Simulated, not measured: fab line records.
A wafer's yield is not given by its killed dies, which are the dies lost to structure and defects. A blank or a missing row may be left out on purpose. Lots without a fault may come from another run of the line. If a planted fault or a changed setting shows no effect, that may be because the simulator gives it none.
fab line records	flow n5_finfet
[record] lots = 11	wafers = 28	last_day = 17
route steps=1938 shown BEOL_M8@1370 PASSIVATION@1936
lots with no fault: from the same line, run without faults
start_h: start of the lot's first displayed wafer, in hours after the record's first day	wait_h: hours elapsed since this lot's preceding step	" same as the row above	L1.1+2: a single row standing in for several wafers	- no value present, or no start provided	* or withheld: withheld	< > ~ a bound
route shown NAME@n: NAME is a module with steps in the file, n the number in the route of the first one	usual: the fault-free wafers' mean and standard deviation	same: alike in all rows	chamber/n: place in a boat	sites: each site's reading	_std_site: the standard deviation of these	_edge_site: outer sites' mean less inner sites'	radius_mm: how far each site lies from the wafer's centre	mask NAME#n: copy n	behind: tool/chamber where the wafer was last shaped	hold: why the lot went on hold/how many hours it stayed there/how the hold came to an end	device: transistor that didn't switch, given as n, p or np	end of line: at the end of the route, the tests of the same wafers	a step with no rows: only its recipe	killed: at the first sort, the dies lost to defects and structure; wafer yield is something else	map: per-die view of a wafer (x killed, . not killed, _ where there is no die)
set.NAME: the setting the step ran with; set.NAME@STEP: the setting that earlier step ran with	model.NAME: the simulator's own value behind a step, which no gauge read
route steps across a sampled set of lots; one table per step, one row per wafer
services: the hour from which a tool's chamber was out of use, counted from the record's first day as start_h (under 0 if before that day), plus the number of hours and why
[[steps]]
[step N5_BEOL_M8_ETCH_65]
[recipe] chemistry = CF4	target = SiARC	target_depth_a = 156	mask_material = CAR-EUV	time_s = 26	ion_energy_ev = 80	pressure_mtorr = 40	source_w = 545	bias_w = 36	Ar_flow_sccm = 100	cf4_flow_sccm = 100	ends = cleared
[usual] drypump_motor_current_A = 5.7/0.47	etch_rf_on_time_s = 26.1/0.67	oes_product_au = 0.68/0.061	rf_fwd_power_W = 532.0/1.6	rf_vpp_V = 183.7/1	showerhead_plenum_p_Torr = 2.12/0.05	throttle_valve_pct = 15.67/0.22
lot.wafer	tool	chamber	start_h	wait_h	drypump_motor_current_A	etch_rf_on_time_s	oes_product_au	rf_fwd_power_W	rf_hours_counter_h	rf_vpp_V	showerhead_plenum_p_Torr	throttle_valve_pct
L337.2	rie_diel-05	0	217.37	0.0	5.1	25.5	0.72	532.3	76	183.9	2.10	15.51
L337.3	"	1	"	"	5.8	26.3	0.71	531.9	65	183.6	2.08	15.53
L336.3	rie_diel-04	0	226.69	0.0	5.9	26.8	0.64	531.3	141	182.7	2.05	15.55
L336.6	"	1	"	"	5.4	25.9	0.72	526.1	-	184.7	2.17	15.62
L339.3	rie_diel-01	3	230.26	0.0	6.0	26.5	0.67	532.5	115	184.6	2.17	15.82
L339.5	"	0	"	"	6.3	26.1	0.66	529.2	-	184.9	2.17	15.81
L340.1	rie_diel-01	2	234.24	0.0	5.3	26.2	0.63	534.9	153	185.5	2.23	15.74
L340.6	"	2	"	"	5.3	26.1	0.63	532.8	-	185.0	2.23	15.74
L341.1	rie_diel-01	1	251.79	0.0	5.7	27.5	0.56	534.5	247	183.4	2.09	16.16
L341.3	"	0	"	"	6.3	26.1	0.65	530.5	164	184.7	2.17	15.83
L341.4	"	3	"	"	6.0	16.6	0.89	530.8	122	184.9	2.17	15.85
L346.5	rie_diel-04	2	278.05	0.0	5.3	25.9	0.74	533.9	-	184.7	2.08	15.35
L346.6	"	3	"	"	6.0	25.1	0.75	532.3	-	183.4	2.10	15.40
L348.1	rie_diel-01	2	278.52	0.0	5.3	25.8	0.62	533.8	171	183.5	2.22	15.76
L348.2	"	0	"	"	6.3	16.3	0.86	530.4	175	183.4	2.17	15.85
L348.3	"	3	"	"	6.0	26.3	0.66	531.8	133	183.1	2.17	15.85
L349.1	rie_diel-05	1	296.85	0.0	5.8	26.0	0.69	533.3	92	183.2	2.07	15.57
L349.3	"	3	"	"	5.0	26.3	0.72	530.4	67	183.2	2.11	15.63
L349.5	"	2	"	"	6.7	27.8	0.58	532.1	-	185.6	2.10	16.12
L354.2	rie_diel-05	3	315.26	0.0	5.0	26.5	0.72	531.2	76	184.5	2.11	15.64
L354.5	"	3	"	"	5.0	26.5	0.72	531.7	-	185.3	2.11	15.64
L354.6	"	2	"	"	6.7	28.0	0.57	534.2	-	184.0	2.10	16.11
L355.4	rie_diel-04	1	333.34	0.0	5.4	25.8	0.68	531.0	109	183.6	2.16	15.71
L355.5	"	1	"	"	5.5	26.0	0.67	530.5	-	184.0	2.16	15.71
L355.6	"	2	"	"	5.4	26.2	0.72	531.0	-	182.6	2.08	15.36
L356.2	rie_diel-04	3	343.44	0.0	6.0	25.6	0.72	532.2	81	184.3	2.09	15.44
L356.4	"	2	"	"	5.4	25.8	0.72	531.7	70	182.6	2.07	15.38
L356.6	"	0	"	"	5.9	26.7	0.62	531.6	-	181.3	2.04	15.63
[step N5_BEOL_M8_VIA_ETCH_34]
[recipe] chemistry = C4F6/O2	target = SiCOH_lowk	target_depth_a = 1255	mask_material = SOC	taper_deg = 4	time_s = 50.5	ion_energy_ev = 250	pressure_mtorr = 30	source_w = 345	bias_w = 185	Ar_flow_sccm = 300	C4F6_flow_sccm = 10	O2_flow_sccm = 10
[usual] C4F6_flow_sccm = 10.002/0.029	drypump_motor_current_A = 5.7/0.47	oes_product_au = 0.80/0.073	rf_fwd_power_W = 341.1/1.4	rf_vpp_V = 664/24	showerhead_plenum_p_Torr = 2.83/0.076	throttle_valve_pct = 21.03/0.24
lot.wafer	tool	chamber	start_h	wait_h	C4F6_flow_sccm	drypump_motor_current_A	oes_product_au	rf_fwd_power_W	rf_hours_counter_h	rf_vpp_V	showerhead_plenum_p_Torr	throttle_valve_pct
L337.2	rie_diel-05	0	217.50	0.0	10.020	5.1	0.84	340.1	76	666	2.80	20.98
L337.3	"	1	"	"	10.023	5.8	0.84	339.2	66	685	2.77	20.87
L336.3	rie_diel-04	0	226.82	0.0	10.038	5.9	0.76	340.6	142	642	2.72	20.72
L336.6	"	1	"	"	9.982	5.5	0.83	340.1	-	624	2.92	21.09
L339.3	rie_diel-01	3	230.39	0.0	10.029	6.0	0.79	339.5	115	684	2.90	21.27
L339.5	"	0	"	"	10.068	6.3	0.76	341.1	-	685	2.88	21.09
L340.1	rie_diel-01	2	234.37	0.0	10.036	5.3	0.74	343.1	153	627	2.99	21.21
L340.6	"	2	"	"	9.988	5.3	0.74	341.7	-	626	2.99	21.21
L341.1	rie_diel-01	1	251.92	0.0	10.025	5.8	0.67	342.1	247	674	2.80	21.55
L341.3	"	0	"	"	9.998	6.3	0.76	340.8	164	684	2.88	21.10
L341.4	"	3	"	"	9.997	6.0	0.79	337.3	122	683	2.90	21.28
L346.5	rie_diel-04	2	278.19	0.0	9.942	5.3	0.87	340.1	-	678	2.79	20.69
L346.6	"	3	"	"	10.010	6.0	0.88	342.9	-	686	2.77	20.68
L348.1	rie_diel-01	2	278.65	0.0	9.989	5.3	0.72	342.1	171	625	2.99	21.23
L348.2	"	0	"	"	9.970	6.3	0.75	339.2	176	684	2.87	21.14
L348.3	"	3	"	"	9.974	6.0	0.77	341.9	133	682	2.89	21.29
L349.1	rie_diel-05	1	296.97	0.0	9.992	5.8	0.81	340.3	92	684	2.76	20.90
L349.3	"	3	"	"	9.927	4.9	0.86	342.9	67	661	2.80	20.98
L349.5	"	2	"	"	10.021	6.7	0.67	342.8	-	650	2.78	21.31
L354.2	rie_diel-05	3	315.39	0.0	10.005	5.0	0.85	340.0	76	659	2.80	21.02
L354.5	"	3	"	"	10.022	4.9	0.84	340.6	-	660	2.80	21.01
L354.6	"	2	"	"	9.939	6.7	0.66	341.2	-	651	2.78	21.31
L355.4	rie_diel-04	1	333.47	0.0	9.999	5.4	0.78	336.5	109	622	2.90	21.14
L355.5	"	1	"	"	9.998	5.4	0.78	338.1	-	624	2.90	21.14
L355.6	"	2	"	"	10.025	5.4	0.84	340.7	-	678	2.78	20.73
L356.2	rie_diel-04	3	343.57	0.0	9.960	6.0	0.84	340.7	81	684	2.76	20.71
L356.4	"	2	"	"	10.057	5.4	0.85	341.8	70	676	2.78	20.73
L356.6	"	0	"	"	10.034	5.9	0.72	339.8	-	640	2.70	20.78
[step N5_BEOL_M8_STRIP_36]
[recipe] chemistry = N2/H2	power_w = 450	temp_c = 40	pressure_mtorr = 20	rf_frequency_hz = 6e+07	overash_fraction = 0.3	bias_power_w = 7	h2_frac = 0.5	n2_flow_sccm = 200	h2_flow_sccm = 200
[usual] drypump_motor_current_A = 5.7/0.47	n2_flow_sccm = 200.0/0.61	oes_product_au = 0.80/0.072	rf_vpp_V = 58.9/1.5	showerhead_plenum_p_Torr = 2.52/0.06	throttle_valve_pct = 23.8/0.37
lot.wafer	tool	chamber	start_h	wait_h	drypump_motor_current_A	n2_flow_sccm	oes_product_au	rf_hours_counter_h	rf_vpp_V	showerhead_plenum_p_Torr	throttle_valve_pct
L337.2	rie_diel-05	0	217.55	0.0	5.1	200.1	0.85	76	61.0	2.46	23.8
L337.3	"	1	"	"	5.8	201.3	0.84	66	58.4	2.43	23.3
L336.3	rie_diel-04	0	226.87	0.0	5.9	201.3	0.77	142	59.9	2.46	23.9
L336.6	"	1	"	"	5.4	199.0	0.84	-	59.1	2.59	23.5
L339.3	rie_diel-01	3	230.44	0.0	6.0	200.7	0.80	115	60.9	2.55	23.7
L339.5	"	0	"	"	6.3	200.7	0.77	-	61.8	2.57	23.9
L340.1	rie_diel-01	2	234.42	0.0	5.3	200.3	0.74	153	59.2	2.65	23.8
L340.6	"	2	"	"	5.3	200.6	0.74	-	59.8	2.65	23.8
L341.1	rie_diel-01	1	251.97	0.0	5.7	200.2	0.66	247	57.0	2.51	24.7
L341.3	"	0	"	"	6.3	200.5	0.75	164	57.4	2.56	23.8
L341.4	"	3	"	"	6.0	199.7	0.78	122	59.2	2.54	23.8
L346.5	rie_diel-04	2	278.24	0.0	5.4	198.7	0.87	-	57.1	2.50	23.5
L346.6	"	3	"	"	6.0	201.0	0.89	-	59.7	2.46	23.3
L348.1	rie_diel-01	2	278.70	0.0	5.3	200.6	0.72	171	57.4	2.64	23.9
L348.2	"	0	"	"	6.3	199.1	0.72	176	62.0	2.56	23.9
L348.3	"	3	"	"	6.0	200.8	0.76	133	59.0	2.54	23.8
L349.1	rie_diel-05	1	297.03	0.0	5.8	199.9	0.80	92	60.2	2.42	23.3
L349.3	"	3	"	"	5.0	199.5	0.87	67	57.8	2.46	23.6
L349.5	"	2	"	"	6.7	199.3	0.69	-	55.5	2.53	24.8
L354.2	rie_diel-05	3	315.44	0.0	5.0	199.0	0.85	76	56.9	2.46	23.6
L354.5	"	3	"	"	5.0	199.4	0.87	-	57.5	2.46	23.6
L354.6	"	2	"	"	6.7	199.5	0.68	-	61.0	2.52	24.8
L355.4	rie_diel-04	1	333.52	0.0	5.5	199.9	0.81	109	58.0	2.57	23.6
L355.5	"	1	"	"	5.4	199.9	0.79	-	58.9	2.57	23.6
L355.6	"	2	"	"	5.3	200.4	0.84	-	58.5	2.49	23.6
L356.2	rie_diel-04	3	343.63	0.0	6.1	200.9	0.84	81	57.2	2.45	23.3
L356.4	"	2	"	"	5.3	199.4	0.83	70	59.1	2.49	23.6
L356.6	"	0	"	"	5.9	200.2	0.72	-	58.1	2.44	24.0
[step N5_BEOL_M8_ETCH_41]
[recipe] chemistry = CH3F/O2	target = SiCN	target_depth_a = 319	taper_deg = 2	time_s = 57.8	ion_energy_ev = 120	mask_material = TiN	pressure_mtorr = 30	source_w = 395	bias_w = 75	Ar_flow_sccm = 150	CH3F_flow_sccm = 30	O2_flow_sccm = 20
[usual] drypump_motor_current_A = 5.7/0.47	oes_product_au = 0.80/0.073	rf_fwd_power_W = 391.3/1.6	rf_vpp_V = 296.7/1.3	showerhead_plenum_p_Torr = 1.99/0.054	throttle_valve_pct = 16.41/0.23
lot.wafer	tool	chamber	start_h	wait_h	drypump_motor_current_A	oes_product_au	rf_fwd_power_W	rf_hours_counter_h	rf_vpp_V	showerhead_plenum_p_Torr	throttle_valve_pct
L337.2	rie_diel-05	0	-	-	5.1	0.84	393.6	76	295.7	1.96	16.30
L337.3	"	1	"	"	5.8	0.85	392.1	66	294.7	1.95	16.30
L336.3	rie_diel-04	0	-	-	5.9	0.76	390.0	142	297.1	1.91	16.20
L336.6	"	1	"	"	5.4	0.82	388.6	-	297.2	2.05	16.45
L339.3	rie_diel-01	3	-	-	6.0	0.79	388.2	115	297.5	2.03	16.55
L339.5	"	0	"	"	6.3	0.77	389.9	-	297.5	2.02	16.44
L340.1	rie_diel-01	2	-	-	5.3	0.74	391.6	153	298.2	2.11	16.58
L340.6	"	2	"	"	5.3	0.74	390.6	-	298.9	2.11	16.60
L341.1	rie_diel-01	1	-	-	5.7	0.67	393.2	247	294.6	1.97	17.00
L341.3	"	0	"	"	6.3	0.77	389.3	164	297.9	2.02	16.45
L341.4	"	3	"	"	6.0	0.79	389.7	122	298.6	2.03	16.56
L346.5	rie_diel-04	2	-	-	5.4	0.87	392.6	-	296.4	1.96	16.11
L346.6	"	3	"	"	6.0	0.89	391.8	-	296.0	1.95	16.07
L348.1	rie_diel-01	2	-	-	5.3	0.73	390.7	171	299.5	2.10	16.62
L348.2	"	0	"	"	6.3	0.75	392.0	176	297.0	2.01	16.48
L348.3	"	3	"	"	6.0	0.77	390.0	133	298.5	2.02	16.58
L349.1	rie_diel-05	1	-	-	5.8	0.81	391.8	92	295.4	1.94	16.35
L349.3	"	3	"	"	5.0	0.86	392.3	67	296.1	1.96	16.30
L349.5	"	2	"	"	6.7	0.68	393.0	-	295.5	1.95	16.79
L354.2	rie_diel-05	3	-	-	5.0	0.85	391.2	76	295.8	1.96	16.31
L354.5	"	3	"	"	5.0	0.85	391.0	-	295.2	1.96	16.31
L354.6	"	2	"	"	6.6	0.68	391.9	-	298.0	1.95	16.80
L355.4	rie_diel-04	1	-	-	5.4	0.78	391.2	109	297.6	2.04	16.52
L355.5	"	1	"	"	5.4	0.79	389.8	-	297.9	2.04	16.54
L355.6	"	2	"	"	5.3	0.85	393.0	-	297.4	1.95	16.16
L356.2	rie_diel-04	3	-	-	6.0	0.84	391.6	81	297.3	1.94	16.12
L356.4	"	2	"	"	5.4	0.84	390.6	70	296.1	1.95	16.16
L356.6	"	0	"	"	5.9	0.72	392.4	-	296.5	1.90	16.28
[step N5_PASSIVATION_PROBE_49]
[usual] defect_limited_yield = 91.2/1.4	killed_at_M0_to_M3 = 32/9.3	killed_at_M4_up = 14/4.9	killed_at_contacts = 15/7.5	killed_at_front_end = 40/11	killed_at_other = 4/3.3	killed_dies = 104/17	killed_open = 68/14	killed_short = 33/7.9	sort_bin_5_function = 5.2/0.99	sort_bin_6_memory = 3.2/0.65	sort_bin_8_speed = 0.03/0.19	sort_n_pass = 1076/17	sort_yield_pct = 91.1/1.5
[same] gross_dies = 1180	killed_at_back_side = 0	sort_bin_4_leakage[%] = 0
lot.wafer	tool	chamber	start_h	wait_h	defect_limited_yield[%]	killed_at_M0_to_M3	killed_at_M4_up	killed_at_contacts	killed_at_front_end	killed_at_other	killed_dies	killed_open	killed_short	sort_bin_5_function[%]	sort_bin_6_memory[%]	sort_bin_8_speed[%]	sort_n_pass	sort_yield_pct[%]
L337.2	prober-02	-	285.11	0.1	90.3	37	12	7	54	5	115	67	45	6.0	3.1	0	1065	90.3
L337.3	prober-02	-	285.16	0.1	89.5	41	12	23	45	3	124	84	33	5.7	4.6	0	1056	89.5
L336.3	prober-02	-	287.91	0.1	90.7	48	9	34	17	2	110	69	41	5.7	3.3	0	1070	90.7
L336.6	prober-02	-	288.06	0.3	92.0	29	13	14	36	2	94	57	37	4.6	3.3	0	1086	92.0
L339.3	prober-01	-	292.64	0.1	90.7	25	13	9	59	4	110	68	37	5.7	3.6	0	1070	90.7
L339.5	prober-01	-	292.74	0.2	90.6	32	14	19	34	12	111	75	32	5.2	3.9	0	1069	90.6
L340.1	prober-01	-	304.47	0.0	92.6	25	20	5	30	7	87	50	27	4.8	2.3	0	1093	92.6
L340.6	prober-01	-	304.72	0.3	93.8	15	27	10	15	6	73	49	22	3.6	2.3	0	1107	93.8
L341.1	prober-01	-	316.52	0.0	92.5	26	11	3	42	6	88	48	37	4.8	2.6	0	1092	92.5
L341.3	prober-01	-	316.62	0.1	92.8	32	9	17	23	4	85	47	36	3.4	3.1	0	1095	92.8
L341.4	prober-01	-	316.67	0.2	91.1	34	12	10	44	5	105	52	40	5.4	3.2	0	1075	91.1
L348.1	prober-01	-	343.91	0.0	91.8	31	11	14	38	3	97	67	28	4.7	3.2	0	1083	91.8
L348.2	prober-01	-	343.96	0.1	92.1	16	9	9	56	3	93	46	29	3.6	2.8	0	1087	92.1
L348.3	prober-01	-	344.01	0.1	93.1	17	1	12	28	23	81	35	23	4.1	2.6	0	1099	93.1
L346.5	prober-02	-	346.26	0.2	90.0	36	18	20	40	4	118	81	36	4.7	5.0	0.17	1060	89.8
L346.6	prober-02	-	346.31	0.3	88.6	54	9	26	36	10	135	92	36	7.3	3.5	0	1045	88.6
L349.1	prober-02	-	363.25	0.0	89.8	29	15	19	53	4	120	64	43	6.1	3.0	0	1060	89.8
L349.3	prober-02	-	363.35	0.1	92.5	19	22	8	36	4	89	60	27	4.7	2.3	0	1091	92.5
L349.5	prober-02	-	363.45	0.2	88.1	28	12	34	61	5	140	90	42	6.5	4.6	0	1040	88.1
L354.2	prober-02	-	384.68	0.1	91.4	32	7	13	48	2	102	62	30	4.7	3.0	0	1078	91.4
L354.5	prober-02	-	384.83	0.2	90.2	18	21	11	64	2	116	82	33	5.0	4.7	0	1064	90.2
L354.6	prober-02	-	384.88	0.3	92.5	20	9	12	43	4	88	65	21	4.7	2.6	0	1092	92.5
L355.4	prober-01	-	393.68	0.2	92.7	22	16	14	33	1	86	49	29	3.9	2.4	0	1094	92.7
L355.5	prober-01	-	393.73	0.2	93.5	24	18	9	25	1	77	57	19	4.2	2.4	0	1103	93.5
L355.6	prober-01	-	393.78	0.3	92.7	25	13	20	28	0	86	55	23	3.4	3.2	0	1094	92.7
L356.2	prober-02	-	414.57	0.1	90.9	32	11	21	42	1	107	70	36	5.0	3.6	0	1073	90.9
L356.4	prober-02	-	414.67	0.2	90.8	29	19	14	45	1	108	76	28	5.6	3.4	0	1072	90.8
L356.6	prober-02	-	414.77	0.3	91.1	25	24	10	40	6	105	72	33	5.5	3.1	0	1075	91.1
// killed by level:class
L337.2 FIN_SAQP:geometric_particle:short=13 FIN_SAQP:geometric_particle:open=12 BEOL_M0:geometric_particle:open=7 BEOL_M1:geometric_particle:open=7 STI_FIN_REVEAL:geometric_particle:open=6 MOL_CONTACT_COAG:geometric_particle:open=5 GATE_CUT:geometric_particle:open=4 BEOL_M0_SAQP:geometric_particle:open=4
L337.3 GATE_CUT:geometric_particle:short=12 MOL_CONTACT_COAG:geometric_particle:open=12 BEOL_M0:geometric_particle:open=12 BEOL_M1:geometric_particle:open=11 FIN_SAQP:geometric_particle:open=8 BEOL_M2:geometric_particle:open=8 BEOL_M3:geometric_particle:open=6 MOL_CONTACT_COAG:geometric_particle:short=6
L336.3 MOL_CONTACT_COAG:geometric_particle:open=29 BEOL_M0_SAQP:geometric_particle:open=16 BEOL_M0_SAQP:geometric_particle:short=15 MOL_CONTACT_COAG:geometric_particle:short=5 FIN_SAQP:geometric_particle:short=4 BEOL_M1:geometric_particle:short=4 BEOL_M2:geometric_particle:open=4 FIN_SAQP:geometric_particle:open=3
L336.6 MOL_CONTACT_COAG:geometric_particle:open=13 FIN_SAQP:geometric_particle:open=8 BEOL_M1:geometric_particle:short=8 GATE_CUT:geometric_particle:short=6 BEOL_M0_SAQP:geometric_particle:open=6 GATE_CUT:geometric_particle:open=5 BEOL_M2:geometric_particle:open=5 STARTING-WAFER:geometric_particle:short=5
L339.3 FIN_SAQP:geometric_particle:short=16 FIN_SAQP:geometric_particle:open=11 BEOL_M3:geometric_particle:open=11 BEOL_M4:geometric_particle:open=9 STI_FIN_REVEAL:geometric_particle:open=8 MOL_CONTACT_COAG:geometric_particle:open=7 BEOL_M2:geometric_particle:open=6 STARTING-WAFER:geometric_particle:open=5
L339.5 MOL_CONTACT_COAG:geometric_particle:open=14 FIN_SAQP:geometric_particle:open=8 BEOL_M3:geometric_particle:open=7 BEOL_M2:geometric_particle:open=7 FIN_SAQP:geometric_particle:short=6 STI_FIN_REVEAL:geometric_particle:open=5 BEOL_M0_SAQP:geometric_particle:short=5 MOL_CONTACT_COAG:geometric_particle:short=5
L340.1 FIN_CUT:area_etch=8 BEOL_M4:geometric_particle:open=7 STI_FIN_REVEAL:geometric_particle:open=5 BEOL_M0_SAQP:geometric_particle:short=5 BEOL_M1:geometric_particle:open=5 BEOL_M2:geometric_particle:open=5 DUMMY_GATE:geometric_particle:open=4 BEOL_M1:geometric_particle:short=4
L340.6 BEOL_M4:geometric_particle:open=16 BEOL_M5:geometric_particle:open=6 MOL_CONTACT_COAG:geometric_particle:open=5 MOL_CONTACT_COAG:geometric_particle:short=5 BEOL_M4:geometric_particle:short=5 STI_FIN_REVEAL:geometric_particle:open=4 DUMMY_GATE:geometric_particle:open=4 BEOL_M0_SAQP:geometric_particle:short=4
L341.1 STI_FIN_REVEAL:geometric_particle:open=7 DUMMY_GATE:geometric_particle:open=7 BEOL_M0_SAQP:geometric_particle:open=7 FIN_SAQP:geometric_particle:short=6 GATE_CUT:geometric_particle:short=5 BEOL_M0_SAQP:geometric_particle:short=5 FIN_SAQP:geometric_particle:open=4 BEOL_M0:geometric_particle:short=4
L341.3 MOL_CONTACT_COAG:geometric_particle:short=9 MOL_CONTACT_COAG:geometric_particle:open=8 BEOL_M0_SAQP:geometric_particle:short=8 BEOL_M0_SAQP:geometric_particle:open=8 FIN_SAQP:geometric_particle:short=4 STI_FIN_REVEAL:geometric_particle:open=4 GATE_CUT:geometric_particle:short=4 BEOL_M1:geometric_particle:short=4
L341.4 BEOL_M1:geometric_particle:short=10 BEOL_M3:geometric_particle:open=9 FIN_CUT:area_etch=9 STI_FIN_REVEAL:geometric_particle:open=7 MOL_CONTACT_COAG:geometric_particle:open=7 BEOL_M1:geometric_particle:open=7 FIN_SAQP:geometric_particle:short=5 DUMMY_GATE:geometric_particle:open=4
L348.1 MOL_CONTACT_COAG:geometric_particle:open=11 FIN_SAQP:geometric_particle:open=10 STI_FIN_REVEAL:geometric_particle:open=10 BEOL_M3:geometric_particle:open=8 BEOL_M0_SAQP:geometric_particle:short=7 BEOL_M0_SAQP:geometric_particle:open=6 BEOL_M2:geometric_particle:open=5 ILD0:geometric_particle:short=4
L348.2 HKMG_FIN:area_etch=16 FIN_SAQP:geometric_particle:short=9 FIN_SAQP:geometric_particle:open=7 MOL_CONTACT_COAG:geometric_particle:open=6 BEOL_M2:geometric_particle:open=5 STI_FIN_REVEAL:geometric_particle:open=4 BEOL_M3:geometric_particle:open=4 STI_FIN_REVEAL:geometric_particle:short=3
L348.3 PASSIVATION:area_etch=23 MOL_CONTACT_COAG:geometric_particle:open=11 BEOL_M0_SAQP:geometric_particle:open=6 BEOL_M0_SAQP:geometric_particle:short=6 FIN_SAQP:geometric_particle:open=4 FIN_CUT:geometric_particle:short=4 FIN_SAQP:geometric_particle:short=3 STI_FIN_REVEAL:geometric_particle:open=3
L346.5 STI_FIN_REVEAL:geometric_particle:open=12 MOL_CONTACT_COAG:geometric_particle:open=11 BEOL_M2:geometric_particle:open=11 BEOL_M4:geometric_particle:open=9 MOL_CONTACT_COAG:geometric_particle:short=8 BEOL_M1:geometric_particle:open=8 GATE_CUT:geometric_particle:short=6 BEOL_M0_SAQP:geometric_particle:open=6
L346.6 MOL_CONTACT_COAG:geometric_particle:open=22 BEOL_M0_SAQP:geometric_particle:short=14 STI_FIN_REVEAL:geometric_particle:open=10 BEOL_M2:geometric_particle:open=9 BEOL_M3:geometric_particle:open=8 GATE_CUT:geometric_particle:open=7 BEOL_M0_SAQP:geometric_particle:open=7 BEOL_M1:geometric_particle:open=7
L349.1 MOL_CONTACT_COAG:geometric_particle:open=16 BEOL_M0_SAQP:geometric_particle:short=12 STI_FIN_REVEAL:geometric_particle:open=11 FIN_SAQP:geometric_particle:short=10 HKMG_FIN:area_etch=9 BEOL_M0_SAQP:geometric_particle:open=7 FIN_SAQP:geometric_particle:open=4 GATE_CUT:geometric_particle:open=4
L349.3 BEOL_M4:geometric_particle:open=13 FIN_SAQP:geometric_particle:open=9 BEOL_M0_SAQP:geometric_particle:open=8 MOL_CONTACT_COAG:geometric_particle:open=7 STI_FIN_REVEAL:geometric_particle:open=6 FIN_SAQP:geometric_particle:short=3 BEOL_M4:geometric_particle:short=3 MIM_TOP_ETCH:geometric_particle:short=3
L349.5 MOL_CONTACT_COAG:geometric_particle:open=27 FIN_SAQP:geometric_particle:short=11 FIN_SAQP:geometric_particle:open=11 BEOL_M3:geometric_particle:open=9 STI_FIN_REVEAL:geometric_particle:open=8 BEOL_M4:geometric_particle:open=8 MOL_CONTACT_COAG:geometric_particle:short=7 BEOL_M0_SAQP:geometric_particle:open=6
L354.2 FIN_SAQP:geometric_particle:open=16 MOL_CONTACT_COAG:geometric_particle:open=11 BEOL_M1:geometric_particle:open=7 HKMG_FIN:area_etch=7 BEOL_M0_SAQP:geometric_particle:short=6 BEOL_M3:geometric_particle:open=5 FIN_SAQP:geometric_particle:short=4 STI_FIN_REVEAL:geometric_particle:open=4
L354.5 FIN_SAQP:geometric_particle:open=11 STI_FIN_REVEAL:geometric_particle:open=11 MOL_CONTACT_COAG:geometric_particle:open=10 BEOL_M4:geometric_particle:open=9 DUMMY_GATE:geometric_particle:open=6 STI_FIN_REVEAL:geometric_particle:short=6 BEOL_M3:geometric_particle:open=6 FIN_SAQP:geometric_particle:short=5
L354.6 STI_FIN_REVEAL:geometric_particle:open=15 FIN_SAQP:geometric_particle:open=10 MOL_CONTACT_COAG:geometric_particle:open=10 BEOL_M3:geometric_particle:open=7 BEOL_M4:geometric_particle:open=5 ILD0:geometric_particle:short=4 ILD0:geometric_particle:open=3 BEOL_M1:geometric_particle:open=3
L355.4 MOL_CONTACT_COAG:geometric_particle:open=10 BEOL_M4:geometric_particle:open=9 HKMG_FIN:area_etch=8 ILD0:geometric_particle:short=6 BEOL_M1:geometric_particle:open=6 BEOL_M2:geometric_particle:open=5 DUMMY_GATE:geometric_particle:open=4 MOL_CONTACT_COAG:geometric_particle:short=4
L355.5 BEOL_M1:geometric_particle:open=10 MOL_CONTACT_COAG:geometric_particle:open=7 BEOL_M4:geometric_particle:open=6 BEOL_M0_SAQP:geometric_particle:open=6 STI_FIN_REVEAL:geometric_particle:open=5 FIN_SAQP:geometric_particle:short=4 DUMMY_GATE:geometric_particle:open=4 GATE_CUT:geometric_particle:short=4
L355.6 MOL_CONTACT_COAG:geometric_particle:open=16 BEOL_M1:geometric_particle:open=11 HKMG_FIN:area_etch=8 BEOL_M4:geometric_particle:open=6 BEOL_M3:geometric_particle:open=5 FIN_SAQP:geometric_particle:open=4 MOL_CONTACT_COAG:geometric_particle:short=4 BEOL_M0_SAQP:geometric_particle:short=4
L356.2 MOL_CONTACT_COAG:geometric_particle:open=15 FIN_SAQP:geometric_particle:open=12 BEOL_M0_SAQP:geometric_particle:short=11 BEOL_M0_SAQP:geometric_particle:open=8 BEOL_M3:geometric_particle:open=7 STI_FIN_REVEAL:geometric_particle:open=6 MOL_CONTACT_COAG:geometric_particle:short=6 FIN_SAQP:geometric_particle:short=5
L356.4 STI_FIN_REVEAL:geometric_particle:open=16 MOL_CONTACT_COAG:geometric_particle:open=13 BEOL_M1:geometric_particle:open=10 BEOL_M2:geometric_particle:open=6 BEOL_M4:geometric_particle:open=6 GATE_CUT:geometric_particle:short=5 STARTING-WAFER:geometric_particle:short=5 FIN_SAQP:geometric_particle:open=4
L356.6 STI_FIN_REVEAL:geometric_particle:open=16 BEOL_M2:geometric_particle:open=8 BEOL_M4:geometric_particle:open=7 MOL_CONTACT_COAG:geometric_particle:open=6 BEOL_M0_SAQP:geometric_particle:open=5 BEOL_M5:geometric_particle:short=5 STARTING-WAFER:geometric_particle:open=5 DUMMY_GATE:geometric_particle:open=4
[[services]]
tool	chamber	start_h	hours	kind
rie_diel-05	1	230.89	5.4	repair
rie_diel-04	2	242.38	12.5	repair
rie_diel-01	1	260.23	-	clean
rie_diel-01	1	260.23	-	consumable_replace:esc
rie_diel-01	1	260.23	-	consumable_replace:focus_ring
rie_diel-05	2	298.44	8.7	repair
rie_diel-01	2	319.59	4.7	repair
rie_diel-05	3	327.61	10.9	repair
rie_diel-01	-	342.20	0.2	repair
[[key]]
[first_sign] step = N5_BEOL_M8_ETCH_65	reading = etch_rf_on_time_s	direction = down	sigmas = 14	usual = *	struck = *
[effect] step = N5_BEOL_M8_ETCH_65	reading = oes_product_au	direction = up	sigmas = 3.1	usual = 0.68	struck = 0.87
met_at N5_BEOL_M8_ETCH_65
struck_lots L341,L348
struck_wafers L341.4,L348.2
[baseline_loss] step = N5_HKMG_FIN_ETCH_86	wafers = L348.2
[baseline_loss] step = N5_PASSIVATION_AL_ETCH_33	wafers = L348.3
not_acting_at N5_BEOL_M8_VIA_ETCH_34,N5_BEOL_M8_STRIP_36,N5_BEOL_M8_ETCH_41
onset_between 234.24 251.79
[fault] kind = process_parameter_drift	tool = rie_diel-01	chamber = -	onset_h = 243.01	steps = N5_BEOL_M8_ETCH_65	channel = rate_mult	offset = 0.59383	shape = step	end_h = 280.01	scope = struck_wafers_only
// baseline_loss: these wafers lose ten dies or more at that step, a loss of the line's own and not of a fault; the sort's usual values leave them out
